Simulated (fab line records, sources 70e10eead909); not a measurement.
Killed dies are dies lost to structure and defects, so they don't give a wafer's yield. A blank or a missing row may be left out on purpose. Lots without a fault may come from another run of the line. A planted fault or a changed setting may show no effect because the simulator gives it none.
Chamber matching | flow nand_harc | NHARC_A_STAIRCASE_DESCUM_252 on rie_diel-13: 4 sister chambers
The step chemistry O2, time 3 s. 4 wafers are shown with their chamber, then 12 later ones without.

WAFERS WITH THEIR CHAMBER
wafer  | chamber | drypump_motor_current_A (A)
L091.5 | 1       | 5.9
L090.2 | 2       | 5.3
L090.5 | 0       | 6.0
L090.6 | 3       | 5.4

WAFERS WITHOUT THEIR CHAMBER
wafer  | drypump_motor_current_A (A)
L093.1 | 6.1
L093.4 | 5.4
L093.6 | 5.3
L096.1 | 5.4
L096.2 | 5.4
L096.3 | 5.9
L096.4 | 5.5
L096.5 | 5.3
L096.6 | 5.9
L097.1 | 5.4
L097.2 | 5.3
L097.5 | 6.1

WHICH CHAMBER EACH WENT THROUGH
wafer  | from the rows above | in truth
L093.1 | 0                   | 0
L093.4 | 3                   | 3
L093.6 | 2                   | 2
L096.1 | 3                   | 3
L096.2 | 3                   | 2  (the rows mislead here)
L096.3 | 1                   | 1
L096.4 | 3                   | 3
L096.5 | 2                   | 2
L096.6 | 1                   | 1
L097.1 | 3                   | 3
L097.2 | 2                   | 2
L097.5 | 0                   | 0
Placed correctly: 11 of 12. Can't be placed from these rows: 0. Placed wrongly: 1.
How it was worked out, from the rows above alone: a wafer's distance from a chamber is the root of the sum, over the readings, of the square of ((its reading less the chamber's mean) divided by the reading's scatter). The wafer belongs to the nearest chamber; if the next one is less than 2 further off, it can't be placed. A chamber's mean is the mean of its shown wafers. The scatter: with one shown wafer a chamber, the root of the mean of the squares of how far each hidden wafer lies from its nearest shown one.
